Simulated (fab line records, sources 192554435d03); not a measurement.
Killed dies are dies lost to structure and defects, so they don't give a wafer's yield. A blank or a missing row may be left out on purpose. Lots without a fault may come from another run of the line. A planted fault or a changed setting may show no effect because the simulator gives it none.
Split-lot experiment | flow n5_finfet | 7 lots, 21 wafers read, on a route of 1938 steps

THE SPLIT
At N5_BEOL_M7_COAT_71 (time 60 s, resist thk 5 nm), the setting spin_rpm was moved away from the recipe's 1500 rpm on 5 of the 21 wafers read, by -10.7% to +7.2%. The other wafers ran this setting at the recipe's value.

FROM THE SPLIT TO THE READING: what the file shows between them, 3 steps
- N5_BEOL_M7_COAT_22: resist thk 30 nm
- N5_BEOL_M7_EBR_24
- N5_BEOL_M7_DESCUM_33: chemistry O2, time 7 s

THE READING
etch.depth_nm (the simulator's own value, which no gauge read), in nm, at N5_BEOL_M7_ETCH_72 (etches underlayer in N2/H2, target depth 6.5 nm, time 5.2 s). The file gives no usual value for it. The 16 wafers here that ran the recipe average 5.013 nm, standard deviation 0.011 nm.

wafer  | tool, chamber at the split | spin_rpm as run, rpm | against the recipe | etch.depth_nm, nm | against lot-mates on the recipe
L075.1 | litho_track-01, 0          | 1340                 | -10.7%             | 5.303             | +0.285
L075.3 | litho_track-01, 0          | 1500                 | recipe             | 5.023             | -
L075.6 | litho_track-01, 0          | 1500                 | recipe             | 5.012             | -
L076.4 | litho_track-04, 0          | 1500                 | recipe             | 5.014             | -
L076.5 | litho_track-04, 0          | 1500                 | recipe             | 4.99              | -
L076.6 | litho_track-04, 0          | 1608                 | +7.2%              | 4.835             | -0.167
L084.1 | litho_track-04, 0          | 1500                 | recipe             | 5.02              | -
L084.2 | litho_track-04, 0          | 1500                 | recipe             | 5.028             | -
L084.3 | litho_track-04, 0          | 1500                 | recipe             | 5.039             | -
L087.1 | litho_track-01, 0          | 1500                 | recipe             | 5                 | -
L087.2 | litho_track-01, 0          | 1500                 | recipe             | 5.002             | -
L087.6 | litho_track-01, 0          | 1500                 | recipe             | 5.004             | -
L092.2 | litho_track-03, 0          | 1500                 | recipe             | 5.01              | -
L092.3 | litho_track-03, 0          | 1397                 | -6.9%              | 5.212             | +0.199
L092.6 | litho_track-03, 0          | 1500                 | recipe             | 5.016             | -
L090.1 | litho_track-04, 0          | 1500                 | recipe             | 5.006             | -
L090.3 | litho_track-04, 0          | 1428                 | -4.8%              | 5.125             | +0.119
L090.6 | litho_track-04, 0          | 1428                 | -4.8%              | 5.133             | +0.127
L097.1 | litho_track-01, 0          | 1500                 | recipe             | 5.015             | -
L097.5 | litho_track-01, 0          | 1500                 | recipe             | 5.014             | -
L097.6 | litho_track-01, 0          | 1500                 | recipe             | 5.008             | -

THE FIT
A straight line over all 21 wafers: etch.depth_nm changes by -0.0265 nm for each +1% of spin_rpm; r = -0.99; the points scatter about the line by 0.012 nm.
The same after taking each lot's own level away (the mean of its wafers on the recipe; 21 wafers): -0.0261 nm for each +1%; r = -1.00; scatter 0.0086 nm.
On that fit, the largest move of spin_rpm shifts the reading by 0.28 nm.
The lots' own levels span 5.0020 to 5.0290 nm, that is 2.4 times the standard deviation above.
So the lot-to-lot level changes the slope little: the two slopes agree.
Check: with one of the wafers moved furthest among these (-10.7%) left out of the fit, the line predicts +0.276 nm for it against its lot-mates. It came out at +0.285 nm against them.

OTHER SPLITS ON THESE WAFERS
These wafers also went through other splits before the reading. Each is held against what the fit with the lots' levels taken away leaves over:
other split on the same wafers | wafers away from the commonest value | r with etch.depth_nm (lot level and that fit taken away)
N5_BEOL_M7_ETCH_62 source_w    | 12                                   | +0.21

THE WHOLE CHAIN: every reading that the file lists as answering this split, in the file's order
step               | what it does                                                | reading                                                        | change (the file's fit)                | r (the file's)
N5_BEOL_M7_ETCH_72 | etches underlayer in N2/H2, target depth 6.5 nm, time 5.2 s | etch_rf_on_time_s                                              | withheld for each +1% of the setting   | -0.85
N5_BEOL_M7_ETCH_72 | etches underlayer in N2/H2, target depth 6.5 nm, time 5.2 s | etch.depth_nm (the simulator's own value, which no gauge read) | -0.0263 nm for each +1% of the setting | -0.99

THE FILE'S OWN FIT
etch.depth_nm changes by -0.0263 nm for each +1% of spin_rpm, r = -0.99.
